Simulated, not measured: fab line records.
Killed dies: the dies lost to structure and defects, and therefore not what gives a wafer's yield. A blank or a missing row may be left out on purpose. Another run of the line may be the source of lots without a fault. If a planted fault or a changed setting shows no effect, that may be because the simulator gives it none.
The tool behind it: which one? + flow n5-finfet + 9 lots, 26 wafers sampled, at 6 steps of a route of 1938

== WHAT THE GAUGES READ, wafer by wafer ==
N5_BEOL_M0_OCD_MEAS_108. Usual: trench-depth-nm at 32.9 nm, with a standard deviation of 0.87.
| lot  | measured     | on     | trench-depth-nm (nm) | flag |
|------|--------------|--------|----------------------|------|
| L120 | day 5 23:28  | ocd-02 | 33.5 33.3 31.9       |      |
| L122 | day 6 08:38  | ocd-02 | 31.7 31.6            |      |
| L125 | day 7 01:51  | ocd-02 | 32.1 33.9 32.9       |      |
| L126 | day 7 22:27  | ocd-02 | 32.2 34.3 32.3       |      |
| L128 | day 7 23:52  | ocd-01 | 31.9 33.3 32.6       |      |
| L138 | day 10 07:23 | ocd-02 | 35.1 32.6 35.1       |      |
| L140 | day 10 16:59 | ocd-02 | 32.0 32.7 32.4       |      |
| L142 | day 11 14:20 | ocd-02 | 32.1 32.2 33.3       |      |
| L143 | day 11 21:47 | ocd-01 | 33.1 33.4 32.3       |      |

N5_BEOL_M1_THK_MEAS_01. Usual: M1_ILD_THK gives 79.1 nm (standard deviation 1.3).
| lot  | measured     | on            | M1_ILD_THK (nm) | flag |
|------|--------------|---------------|-----------------|------|
| L120 | day 6 03:19  | film-metro-02 | 78.8 78.9 79.7  |      |
| L122 | day 6 11:51  | film-metro-02 | 79.1 81.2       |      |
| L125 | day 7 05:03  | film-metro-01 | 77.6 78.7 80.7  |      |
| L126 | day 8 01:23  | film-metro-02 | 79.6 79.2 79.7  |      |
| L128 | day 8 03:47  | film-metro-01 | 78.1 79.7 79.4  |      |
| L138 | day 10 10:03 | film-metro-01 | 79.2 39.0 81.4  | OFF  |
| L140 | day 10 21:28 | film-metro-02 | 81.0 80.1 39.7  | OFF  |
| L142 | day 11 17:37 | film-metro-01 | 77.9 77.8 77.9  |      |
| L143 | day 12 02:59 | film-metro-01 | 77.4 78.0 78.6  |      |

N5_BEOL_M4_RC_MEAS_101. Usual: DIBL_N 36.5 mV/V, standard deviation 2.1; DIBL_P 36.6 mV/V, standard deviation 2.6; IOFF_N 0.17 nA/um, standard deviation 0.044; IOFF_P 0.21 nA/um, standard deviation 0.048; ION_N 674 uA/um, standard deviation 17; ION_P 462 uA/um, standard deviation 9.5; SS_N 71.6 mV/dec, standard deviation 0.77; SS_P 73.5 mV/dec, standard deviation 0.72; VT_N 250 mV, standard deviation 4.2; VT_P -250 mV, standard deviation 3.9.
| lot  | measured     | on        | DIBL_N (mV/V)  | DIBL_P (mV/V)  | IOFF_N (nA/um) | IOFF_P (nA/um) | ION_N (uA/um) | ION_P (uA/um) | SS_N (mV/dec)  | SS_P (mV/dec)  | VT_N (mV)   | VT_P (mV)      | flag |
|------|--------------|-----------|----------------|----------------|----------------|----------------|---------------|---------------|----------------|----------------|-------------|----------------|------|
| L120 | day 9 02:22  | prober-02 | 36.8 34.5 35.9 | 36.2 33.7 34.8 | 0.19 0.15 0.18 | 0.25 0.22 0.22 | 686 673 683   | 468 466 469   | 71.4 71.3 71.5 | 74.0 73.4 73.4 | 246 252 245 | -245 -247 -249 |      |
| L122 | day 10 08:25 | prober-02 | 34.9 37.0      | 33.9 37.6      | 0.13 0.17      | 0.17 0.22      | 671 684       | 460 468       | 70.6 71.1      | 73.4 74.7      | 255 248     | -254 -252      |      |
| L125 | day 10 20:36 | prober-02 | 34.7 36.8 32.4 | 35.1 38.1 33.0 | 0.13 0.17 0.10 | 0.16 0.21 0.15 | 675 687 657   | 459 468 460   | 70.9 71.0 70.7 | 73.1 73.9 71.7 | 255 249 254 | -254 -252 -254 |      |
| L126 | day 11 21:37 | prober-01 | 39.1 37.9 34.6 | 39.4 39.1 33.8 | 0.21 0.18 0.12 | 0.24 0.23 0.17 | 694 666 664   | 469 461 457   | 72.9 72.4 70.8 | 74.1 73.7 73.6 | 247 250 255 | -248 -251 -254 |      |
| L128 | day 11 10:42 | prober-02 | 35.6 36.0 32.7 | 36.7 35.2 32.9 | 0.16 0.15 0.11 | 0.20 0.17 0.16 | 667 651 653   | 461 445 454   | 71.5 72.3 70.0 | 73.4 73.0 73.2 | 247 253 254 | -250 -253 -254 |      |
| L138 | day 14 11:39 | prober-01 | 36.8 41.3      | 35.2 41.4      | 0.14 0.27      | 0.17 0.28      | 642 686       | 446 459       | 71.7 73.6      | 73.2 74.2      | 255 246     | -254 -251      |      |
| L140 | day 14 19:44 | prober-01 | 37.5 36.8      | 38.9 37.7      | 0.19 0.17      | 0.24 0.23      | 684 680       | 467 472       | 71.8 72.5      | 73.3 73.1      | 248 249     | -251 -248      |      |
| L142 | day 15 03:29 | prober-02 | 34.4 36.6 37.4 | 33.6 36.6 37.9 | 0.13 0.17 0.18 | 0.17 0.22 0.24 | 667 691 679   | 457 472 468   | 70.5 71.7 71.6 | 72.3 73.8 73.5 | 250 249 250 | -251 -248 -246 |      |
| L143 | day 15 13:25 | prober-01 | 34.9 37.3 35.3 | 36.2 38.6 35.4 | 0.12 0.16 0.13 | 0.17 0.21 0.16 | 664 671 666   | 459 469 453   | 71.3 71.8 71.5 | 73.3 74.0 72.8 | 257 252 255 | -256 -251 -258 |      |

== EACH LOT AND THE TOOL THAT RAN IT (in order: tool; ch and the chambers of the sampled wafers; start) ==
| lot  | N5_BEOL_M0_TRENCH_ETCH_107         | N5_BEOL_M0_ANNEAL_117        | N5_BEOL_M1_ILD_DEP_00           |
|------|------------------------------------|------------------------------|---------------------------------|
| L120 | rie-diel-05 ch 0,1,3, day 5 23:22  | pvd-sputter-03, day 6 01:35  | pecvd-03 ch 0,1,2, day 6 03:14  |
| L122 | rie-diel-05 ch 2,3, day 6 08:32    | pvd-sputter-03, day 6 10:17  | pecvd-03 ch 0,2, day 6 11:47    |
| L125 | rie-diel-05 ch 0,1,2, day 7 01:45  | pvd-sputter-03, day 7 03:11  | pecvd-03 ch 0,1,2, day 7 04:59  |
| L126 | rie-diel-04 ch 1,2, day 7 22:21    | pvd-sputter-02, day 7 23:56  | pecvd-02 ch 0,1,2, day 8 01:19  |
| L128 | rie-diel-01 ch 0,2,3, day 7 23:46  | pvd-sputter-01, day 8 02:07  | pecvd-01 ch 1,2, day 8 03:31    |
| L138 | rie-diel-04 ch 1,2, day 10 07:17   | pvd-sputter-02, day 10 08:35 | pecvd-03 ch 1,2, day 10 09:59   |
| L140 | rie-diel-01 ch 1,2,3, day 10 16:53 | pvd-sputter-01, day 10 20:01 | pecvd-03 ch 0,1,2, day 10 21:25 |
| L142 | rie-diel-05 ch 0,1,2, day 11 14:13 | pvd-sputter-03, day 11 16:02 | pecvd-01 ch 0,1,2, day 11 17:32 |
| L143 | rie-diel-05 ch 0,1,2, day 11 21:41 | pvd-sputter-02, day 12 01:31 | pecvd-01 ch 0,1, day 12 02:55   |
- N5_BEOL_M0_TRENCH_ETCH_107: etches SiOC in C4F6/O2, target depth 32.8 nm, time 16.4 s.
- N5_BEOL_M0_ANNEAL_117: time 60 s.
- N5_BEOL_M1_ILD_DEP_00: deposits SiOC from DEMS/O2, target thk 79 nm, time 15.3 s.

== WHAT THE TOOLS THEMSELVES READ (means of the sampled wafers that have a number; where no wafer has one, the mark that the record gives instead) ==
N5_BEOL_M0_TRENCH_ETCH_107. Usual: O2_flow_sccm 9.997 sccm, standard deviation 0.029; drypump-motor-current-A 5.6 A, standard deviation 0.41; oes-product-au 0.75 a.u., standard deviation 0.058; rf-vpp-V 668 V, standard deviation 17; showerhead-plenum-p-Torr 2.82 Torr, standard deviation 0.1; throttle-valve-pct 20.94 %, standard deviation 0.23.
| lot  | tool        | O2_flow_sccm (sccm) | drypump-motor-current-A (A) | oes-product-au (a.u.) | rf-vpp-V (V) | showerhead-plenum-p-Torr (Torr) | throttle-valve-pct (%) | flag |
|------|-------------|---------------------|-----------------------------|-----------------------|--------------|---------------------------------|------------------------|------|
| L120 | rie-diel-05 | 9.979               | 5.6                         | 0.75                  | 663          | 2.77                            | 20.88                  |      |
| L122 | rie-diel-05 | 10.013              | 5.4                         | 0.70                  | 666          | 2.85                            | 21.00                  |      |
| L125 | rie-diel-05 | 9.984               | 5.5                         | 0.75                  | 669          | 2.84                            | 20.96                  |      |
| L126 | rie-diel-04 | 10.044              | 5.9                         | 0.80                  | 660          | 2.81                            | 21.17                  |      |
| L128 | rie-diel-01 | 9.998               | 5.4                         | 0.73                  | 660          | 2.83                            | 21.04                  |      |
| L138 | rie-diel-04 | 10.009              | 5.8                         | 0.84                  | 664          | 2.86                            | 21.21                  |      |
| L140 | rie-diel-01 | 9.964               | 5.3                         | 0.75                  | 678          | 2.85                            | 20.94                  |      |
| L142 | rie-diel-05 | 9.991               | 5.5                         | 0.72                  | 668          | 2.83                            | 21.00                  |      |
| L143 | rie-diel-05 | 9.982               | 5.5                         | 0.72                  | 668          | 2.83                            | 21.02                  |      |

N5_BEOL_M0_ANNEAL_117. Usual: heater-power-w at 821 W, with a standard deviation of 56.
| lot  | tool           | heater-power-w (W) | flag |
|------|----------------|--------------------|------|
| L120 | pvd-sputter-03 | 857                |      |
| L122 | pvd-sputter-03 | 810                |      |
| L125 | pvd-sputter-03 | 835                |      |
| L126 | pvd-sputter-02 | 830                |      |
| L128 | pvd-sputter-01 | 780                |      |
| L138 | pvd-sputter-02 | 844                |      |
| L140 | pvd-sputter-01 | 897                |      |
| L142 | pvd-sputter-03 | 830                |      |
| L143 | pvd-sputter-02 | 788                |      |

N5_BEOL_M1_ILD_DEP_00. Usual: heater-power-w 531 W, standard deviation 96; showerhead-plenum-p-Torr 5.699 Torr, standard deviation 0.014; throttle-valve-pct 12.0 %, standard deviation 0.73.
| lot  | tool     | heater-power-w (W) | showerhead-plenum-p-Torr (Torr) | throttle-valve-pct (%) | flag |
|------|----------|--------------------|---------------------------------|------------------------|------|
| L120 | pecvd-03 | 597                | 5.697                           | 12.2                   |      |
| L122 | pecvd-03 | 686                | 5.704                           | 12.6                   |      |
| L125 | pecvd-03 | 612                | 5.712                           | 12.0                   |      |
| L126 | pecvd-02 | 588                | 5.705                           | 11.9                   |      |
| L128 | pecvd-01 | 462                | 5.697                           | 11.5                   |      |
| L138 | pecvd-03 | 638                | 5.684                           | 11.6                   |      |
| L140 | pecvd-03 | 611                | 5.698                           | 12.3                   |      |
| L142 | pecvd-01 | 434                | 5.681                           | 12.1                   |      |
| L143 | pecvd-01 | 439                | 5.684                           | 12.5                   |      |

== THE ANSWER, worked out from the rows above alone ==
Rule: a lot counts as off when the mean over its wafers that have a number is more than 3 standard deviations away from the usual mean. A lot without any number at a reading at which 4 lots or more have one is off too. Any other lot the step has rows for is counted as sound. Order of review: gauges by route order, followed by the tools' own readings, for which a lot's mean as printed above is used. The first step at which some lot is off is used, and at that step the reading that is off furthest; a lot without a number counts as furthest.
Off: L138, L140, at N5_BEOL_M1_THK_MEAS_01 (M1_ILD_THK).
A tool fits if, at a process step before that reading, it ran every lot that is off, and no sound lot after the first of them. Gauges at N5_BEOL_M1_THK_MEAS_01: tried the same way as those tools. One fits: pecvd-03 at N5_BEOL_M1_ILD_DEP_00. A fault onset in the window from L125 (day 7 04:59, its last sound lot) to L138 (day 10 09:59, its first lot off) fits.

== WHAT WAS PUT IN BY THE SIMULATOR ==
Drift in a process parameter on pecvd-03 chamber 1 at N5_BEOL_M1_ILD_DEP_00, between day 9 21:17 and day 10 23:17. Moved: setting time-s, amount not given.
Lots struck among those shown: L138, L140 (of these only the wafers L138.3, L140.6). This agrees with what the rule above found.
